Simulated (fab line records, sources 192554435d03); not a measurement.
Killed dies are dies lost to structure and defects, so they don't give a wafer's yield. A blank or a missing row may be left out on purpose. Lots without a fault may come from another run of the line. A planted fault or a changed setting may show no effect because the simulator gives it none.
fab line records | flow n5_finfet
record lots=10 wafers=28 last_day=19
route steps=1938 shown BEOL_M4@1022 PASSIVATION@1936
lots that met no fault: from a run of the same line without faults
start_h: hours from the record's first day to the start of the lot's first wafer shown | wait_h: hours since the lot's step before | " the same as in the row above | L1.1+2: a row that stands for several wafers | - no value, or no start given | * or withheld: withheld | < > ~ a bound
route shown NAME@n: a module of which the file shows steps, and the number in the route of the first | usual: mean/standard deviation of fault-free wafers | same: alike in all rows | chamber/n: place in a boat | sites: the reading at each site | _std_site: their standard deviation | _edge_site: outer sites' mean less inner sites' | radius_mm: how far each site lies from the wafer's centre | mask NAME#n: copy n | behind: the tool/chamber that last shaped the wafer | hold: why the lot was held/for how many hours/how that ended | device: the transistor (n, p or np) that didn't switch | end of line: the same wafers' tests at the end of the route | a step without rows: its recipe alone | killed: dies lost to structure and defects at the first sort, not the wafer's yield | map: a wafer's dies, x killed, . not, _ none there
set.NAME: the setting as run; set.NAME@STEP: as run at that earlier step | model.NAME: the simulator's own value behind a step, which no gauge read
steps of the route over a sample of lots; a table a step, a row a wafer
services: from which hour (start_h, from the record's first day; less than 0 if before it) a tool's chamber was out of use, for how many hours, and why
## steps
# step N5_BEOL_M4_THK_MEAS_01
# recipe reads=SiOC_of_BEOL_M4_ILD_DEP_00
# usual M4_ILD_THK=78.7/1.1
# columns lot.wafer tool chamber start_h wait_h M4_ILD_THK[nm]
L837.1 film_metro-02 - 172.26 0.0 77.1
L837.5 " - " " 79.0
L837.6 " - " " 77.4
L838.2 film_metro-02 - 182.54 0.1 77.7
L838.3 " - " " 78.8
L838.6 " - " " 79.3
L839.2 film_metro-01 - 182.80 0.1 77.8
L839.5 " - " " 79.3
L839.6 " - " " 78.6
L840.4 film_metro-02 - 185.45 0.0 79.1
L840.5 " - " " 81.1
L841.1 film_metro-02 - 205.85 0.0 79.0
L841.2 " - " " 79.3
L852.3 film_metro-02 - 274.71 0.1 79.3
L852.4 " - " " 80.3
L852.5 " - " " 79.8
L854.3 film_metro-01 - 293.31 0.1 78.2
L854.5 " - " " 79.4
L854.6 " - " " 79.5
L855.1 film_metro-01 - 293.54 0.0 77.6
L855.2 " - " " 78.3
L855.4 " - " " 78.8
L857.1 film_metro-01 - 297.82 0.0 77.8
L857.2 " - " " 78.1
L857.3 " - " " 78.5
L858.2 film_metro-02 - 310.19 0.1 77.4
L858.4 " - " " 78.9
L858.6 " - " " 78.7
# step N5_BEOL_M4_HM_OPEN_17
# recipe chemistry=Cl2/BCl3 target_depth_a=200 overetch_a=60 target=TiN mask_material=SOC ion_energy_ev=150 pressure_mtorr=10 icp_w=1000 bias_w=126 Cl2_flow_sccm=53.25 bcl3_flow_sccm=21.75 Ar_flow_sccm=25
# usual drypump_motor_current_A=5.6/0.38 oes_product_au=0.62/0.068 throttle_valve_pct=22.31/0.27
# columns lot.wafer tool chamber start_h wait_h drypump_motor_current_A oes_product_au rf_hours_counter_h throttle_valve_pct
L837.1 rie_metal-03 0 174.80 0.0 6.3 0.70 24 22.14
L837.5 " 0 " " 6.3 0.70 - 22.12
L837.6 " 1 " " 5.3 0.78 - 22.01
L838.2 rie_metal-02 0 184.31 0.0 5.3 0.60 89 22.04
L838.3 " 0 " " 5.4 0.60 - 22.06
L838.6 " 0 " " 5.3 0.59 - 22.07
L839.2 rie_metal-01 1 184.56 0.0 5.5 0.55 102 22.68
L839.5 " 1 " " 5.5 0.55 - 22.68
L839.6 " 0 " " 5.9 0.59 - 22.13
L840.4 rie_metal-01 0 188.32 0.1 6.0 0.59 - 22.15
L840.5 " 0 " " 6.0 0.59 - 22.15
L841.1 rie_metal-01 1 209.56 0.0 5.5 0.56 103 22.68
L841.2 " 0 " " 5.9 0.60 86 22.12
L852.3 rie_metal-02 1 275.84 0.1 5.1 0.64 - 22.58
L852.4 " 0 " " 5.4 0.58 - 22.09
L852.5 " 1 " " 5.1 0.63 - 22.59
L854.3 rie_metal-01 0 294.46 0.1 6.0 0.58 - 22.15
L854.5 " 0 " " 5.9 0.58 - 22.15
L854.6 " 1 " " 5.5 0.54 - 22.70
L855.1 rie_metal-02 1 294.77 0.0 5.1 0.63 53 22.61
L855.2 " 0 " " 5.4 0.58 97 22.08
L855.4 " 1 " " 5.1 0.63 - 22.58
L857.1 rie_metal-01 0 302.04 0.0 5.9 0.57 94 22.17
L857.2 " 1 " " 5.5 0.53 112 22.72
L857.3 " 0 " " 5.9 0.57 - 22.17
L858.2 rie_metal-03 0 313.31 0.0 6.3 0.66 37 22.16
L858.4 " 0 " " 6.3 0.66 - 22.16
L858.6 " 0 " " 6.3 0.67 - 22.17
# step N5_BEOL_M4_ALD_98
# recipe material=SiO2 target_thk_a=25 temp_c=100 ald_precursor_family=BDEAS ald_co_reactant=O2-plasma pulse_time_s=1 co_reactant_pulse_time_s=1 purge_time_s=2 co_reactant_purge_time_s=2 ald_cycles=17 pressure_torr=2
# usual ald_cycles=17/0 heater_power_w=80/7.8 precursor_pulse_height_rel=1.002/0.019
# columns lot.wafer tool chamber start_h wait_h ald_cycles heater_power_w precursor_pulse_height_rel
L837.1 ald_sin-01 3 176.33 0.6 17 72 0.989
L837.5 " 3 " " 17 72 1.006
L837.6 " 2 " " 17 74 0.993
L838.2 ald_sin-02 1 185.45 0.3 17 82 1.010
L838.3 " 0 " " 17 67 1.021
L838.6 " 3 " " 17 89 0.960
L839.2 ald_sin-01 0 185.50 0.1 11 69 0.999
L839.5 " 3 " " 17 72 1.003
L839.6 " 2 " " 17 76 0.970
L840.4 ald_sin-01 1 189.41 0.3 11 85 0.960
L840.5 " 2 " " 17 71 1.027
L841.1 ald_sin-01 3 210.65 0.2 17 72 1.013
L841.2 " 1 " " 11 85 1.011
L852.3 ald_sin-02 0 276.80 0.2 17 68 0.994
L852.4 " 3 " " 17 91 1.033
L852.5 " 2 " " 17 91 0.998
L854.3 ald_sin-01 2 295.28 0.1 17 74 1.032
L854.5 " 1 " " 17 85 0.994
L854.6 " 0 " " 17 72 1.020
L855.1 ald_sin-04 0 295.74 0.1 17 78 0.995
L855.2 " 3 " " 17 94 0.991
L855.4 " 2 " " 17 77 0.976
L857.1 ald_sin-02 3 302.95 0.1 17 93 1.025
L857.2 " 0 " " 17 69 0.981
L857.3 " 2 " " 17 91 1.009
L858.2 ald_sin-01 3 314.10 0.1 17 69 0.986
L858.4 " 2 " " 17 74 1.005
L858.6 " 2 " " 17 73 0.971
# step N5_BEOL_M4_CD_MEAS_35
# recipe target_cd_nm=18 target_cd_y_nm=22.4 polarity=opening
# usual cd_nm=17.94/0.27
# columns lot.wafer tool chamber start_h wait_h cd_nm
L837.1 cd_sem-02 - 183.92 0.0 17.82
L837.5 " - " " 17.88
L837.6 " - " " 17.53
L840.4 cd_sem-03 - 203.98 0.0 18.10
L840.5 " - " " 18.44
L838.2 cd_sem-03 - 205.25 0.0 17.48
L838.3 " - " " 17.96
L838.6 " - " " 17.19
L839.2 cd_sem-03 - 208.60 0.0 17.87
L839.5 " - " " 17.64
L839.6 " - " " 18.26
L841.1 cd_sem-03 - 226.33 0.0 17.41
L841.2 " - " " 17.82
L852.3 cd_sem-03 - 297.17 0.0 17.93
L852.4 " - " " 17.91
L852.5 " - " " 17.86
L854.3 cd_sem-02 - 301.63 0.0 17.66
L854.5 " - " " 17.57
L854.6 " - " " 18.10
L855.1 cd_sem-01 - 301.67 0.0 18.02
L855.2 " - " " 17.90
L855.4 " - " " 17.84
L857.1 cd_sem-01 - 325.98 0.0 17.85
L857.2 " - " " 18.37
L857.3 " - " " 17.96
L858.2 cd_sem-03 - 329.75 0.0 18.17
L858.4 " - " " 18.06
L858.6 " - " " 18.20
# step N5_BEOL_M4_RC_MEAS_101
# usual DIBL_N=35.9/1.3 DIBL_P=35.9/1.5 IOFF_N=0.152/0.023 IOFF_P=0.204/0.027 ION_N=673/9.2 ION_P=462/6.7 SS_N=71.4/0.48 SS_P=73.2/0.55 VT_N=250.3/2.6 VT_P=-250.6/3
# columns lot.wafer tool chamber start_h wait_h DIBL_N[mV/V] DIBL_P[mV/V] IOFF_N[nA/um] IOFF_P[nA/um] ION_N[uA/um] ION_P[uA/um] SS_N[mV/dec] SS_P[mV/dec] VT_N[mV] VT_P[mV]
L837.1 prober-02 0 188.38 0.0 33.8 34.7 0.143 0.199 667 461 71.0 72.4 250.9 -250.0
L837.5 " 0 " " 33.5 34.5 0.133 0.186 672 464 71.5 72.5 250.1 -250.8
L837.6 " 0 " " 33.9 35.1 0.139 0.199 663 464 70.9 72.8 250.9 -250.2
L840.4 prober-01 0 208.91 0.5 37.3 37.5 0.167 0.220 662 460 71.9 74.8 248.3 -250.0
L840.5 " 0 " " 36.7 37.1 0.156 0.220 678 470 71.8 73.6 248.0 -251.2
L838.2 prober-02 0 210.39 0.2 36.5 37.3 0.167 0.198 677 461 70.8 74.3 249.8 -253.7
L838.3 " 0 " " 35.0 36.3 0.150 0.182 679 452 71.0 73.0 252.0 -254.3
L838.6 " 0 " " 36.1 37.1 0.163 0.197 680 462 71.5 73.2 248.3 -251.2
L839.2 prober-01 0 213.20 0.2 36.6 36.6 0.135 0.175 670 456 71.2 72.8 253.0 -253.4
L839.5 " 0 " " 35.3 34.7 0.122 0.159 676 453 70.6 72.6 253.1 -254.0
L839.6 " 0 " " 37.3 38.1 0.162 0.214 685 469 71.8 73.6 251.9 -250.3
L841.1 prober-02 0 230.87 0.0 36.6 35.2 0.144 0.217 665 462 71.6 73.5 252.7 -248.6
L841.2 " 0 " " 37.2 36.9 0.167 0.244 671 464 72.1 74.2 248.3 -249.5
L852.3 prober-01 0 302.78 0.3 36.5 36.9 0.146 0.178 671 459 70.9 73.0 250.3 -251.8
L852.4 " 0 " " 36.6 37.0 0.141 0.178 660 451 70.4 72.9 250.9 -254.6
L852.5 " 0 " " 36.1 36.0 0.139 0.168 674 457 71.4 73.4 249.9 -253.8
L855.1 prober-02 0 305.47 0.0 36.1 36.0 0.162 0.183 675 454 71.9 73.0 250.0 -253.1
L855.2 " 0 " " 36.2 36.6 0.164 0.187 668 455 72.0 73.8 248.5 -255.2
L855.4 " 0 " " 35.4 35.8 0.149 0.176 669 452 71.4 73.1 250.2 -256.0
L854.3 prober-01 0 305.57 0.3 36.5 36.4 0.174 0.228 688 471 71.9 72.9 246.3 -248.1
L854.5 " 0 " " 35.8 35.8 0.162 0.218 681 469 72.0 72.9 248.6 -249.2
L854.6 " 0 " " 36.4 36.3 0.172 0.228 677 468 71.1 72.5 245.5 -247.2
L857.1 prober-01 0 331.94 0.0 41.0 40.4 0.248 0.306 686 469 72.2 74.8 245.1 -245.4
L857.2 " 0 " " 37.6 35.8 0.157 0.216 667 459 72.2 73.7 251.9 -252.3
L857.3 " 0 " " 38.4 36.5 0.177 0.238 669 455 71.4 74.4 249.1 -249.1
L858.2 prober-02 0 334.79 0.2 35.3 34.3 0.134 0.219 657 466 71.6 73.2 252.8 -247.0
L858.4 " 0 " " 35.2 34.4 0.130 0.216 667 471 71.4 72.1 249.9 -247.9
L858.6 " 0 " " 35.9 35.3 0.146 0.240 678 477 71.1 73.7 251.0 -244.7
# step N5_PASSIVATION_PROBE_49
# usual defect_limited_yield=91.0/1.5 killed_at_M0_to_M3=37/12 killed_at_M4_up=13/5 killed_at_contacts=13/6.1 killed_at_front_end=39/11 killed_at_other=4/3.2 killed_dies=106/17 killed_open=69/12 killed_short=35/7.9 sort_bin_4_leakage=0.00/0.007 sort_bin_5_function=5.3/1 sort_bin_6_memory=3.3/0.68 sort_n_pass=1074/17 sort_yield_pct=91.0/1.5
# same gross_dies=1180 killed_at_back_side=0 sort_bin_8_speed[%]=0
# columns lot.wafer tool chamber start_h wait_h defect_limited_yield[%] killed_at_M0_to_M3 killed_at_M4_up killed_at_contacts killed_at_front_end killed_at_other killed_dies killed_open killed_short sort_bin_4_leakage[%] sort_bin_5_function[%] sort_bin_6_memory[%] sort_n_pass sort_yield_pct[%]
L840.5 prober-01 - 307.57 0.2 93.6 34 7 7 23 5 76 50 25 0 3.4 3.0 1104 93.6
L858.2 prober-01 - 449.85 0.1 90.1 47 10 22 34 4 117 80 35 0 5.8 4.0 1063 90.1
L858.4 prober-01 - 449.95 0.2 93.2 14 15 17 30 4 80 52 26 0 3.7 2.7 1100 93.2
L858.6 prober-01 - 450.05 0.3 91.9 29 12 21 30 4 96 69 25 0 5.0 2.9 1084 91.9
# killed by level:class
L840.5 BEOL_M0_SAQP:geometric_particle:short=7 BEOL_M2:geometric_particle:open=6 MOL_CONTACT_COAG:geometric_particle:open=5 BEOL_M0_SAQP:geometric_particle:open=5 BEOL_M3:geometric_particle:open=5 FIN_SAQP:geometric_particle:open=4 STI_FIN_REVEAL:geometric_particle:open=4 GATE_CUT:geometric_particle:short=4
L858.2 MOL_CONTACT_COAG:geometric_particle:open=18 BEOL_M2:geometric_particle:open=18 FIN_SAQP:geometric_particle:short=14 DUMMY_GATE:geometric_particle:open=8 BEOL_M3:geometric_particle:open=7 BEOL_M0_SAQP:geometric_particle:open=6 BEOL_M0:geometric_particle:open=5 FIN_SAQP:geometric_particle:open=4
L858.4 MOL_CONTACT_COAG:geometric_particle:open=16 FIN_SAQP:geometric_particle:short=7 BEOL_M2:geometric_particle:open=5 FIN_SAQP:geometric_particle:open=4 BEOL_M6:geometric_particle:open=4 STI_FIN_REVEAL:geometric_particle:open=3 DUMMY_GATE:geometric_particle:short=3 GATE_CUT:geometric_particle:short=3
L858.6 MOL_CONTACT_COAG:geometric_particle:open=16 DUMMY_GATE:geometric_particle:open=12 BEOL_M2:geometric_particle:open=10 BEOL_M0:geometric_particle:short=5 BEOL_M3:geometric_particle:open=5 MOL_CONTACT_COAG:geometric_particle:short=4 BEOL_M4:geometric_particle:open=4 FIN_SAQP:geometric_particle:open=3
## services
# columns tool chamber start_h hours kind
ald_sin-02 - 166.41 0.8 pm
ald_sin-04 3 188.83 10.3 repair
rie_metal-03 - 195.67 0.3 repair
rie_metal-02 0 208.70 9.6 repair
ald_sin-02 1 223.34 16.5 repair
ald_sin-04 - 223.41 1.2 repair
ald_sin-02 2 228.06 3.2 repair
ald_sin-01 3 230.26 6.7 repair
rie_metal-02 - 234.38 1.4 pm
ald_sin-01 - 237.79 0.7 repair
ald_sin-04 3 241.35 18.6 repair
rie_metal-02 - 244.44 0.4 repair
ald_sin-01 - 248.63 0.8 repair
ald_sin-01 - 269.36 14.0 pm
ald_sin-01 0 269.36 14.0 vent_cycle
ald_sin-01 1 269.36 14.0 vent_cycle
ald_sin-01 2 269.36 14.0 vent_cycle
ald_sin-01 3 269.36 14.0 vent_cycle
ald_sin-01 0 283.36 - clean
ald_sin-01 1 283.36 - clean
ald_sin-01 2 283.36 - clean
ald_sin-01 3 283.36 - clean
ald_sin-02 0 306.09 15.4 repair
ald_sin-02 2 312.37 12.4 repair
## key
first_sign step=N5_BEOL_M4_ALD_98 reading=ald_cycles direction=down sigmas=99+ usual=* struck=*
effect none on later readings
met_at N5_BEOL_M4_ALD_98
struck_lots L839,L840,L841
struck_wafers L839.2,L840.4,L841.2
not_acting_at N5_BEOL_M4_THK_MEAS_01,N5_BEOL_M4_HM_OPEN_17,N5_BEOL_M4_CD_MEAS_35
onset_between 176.33 185.50
fault kind=process_parameter_drift tool=ald_sin-01 chamber=- onset_h=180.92 steps=N5_BEOL_M4_ALD_98 channel=ald_cycles offset=* shape=step end_h=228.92 scope=struck_wafers_only acts_in=* stated=*
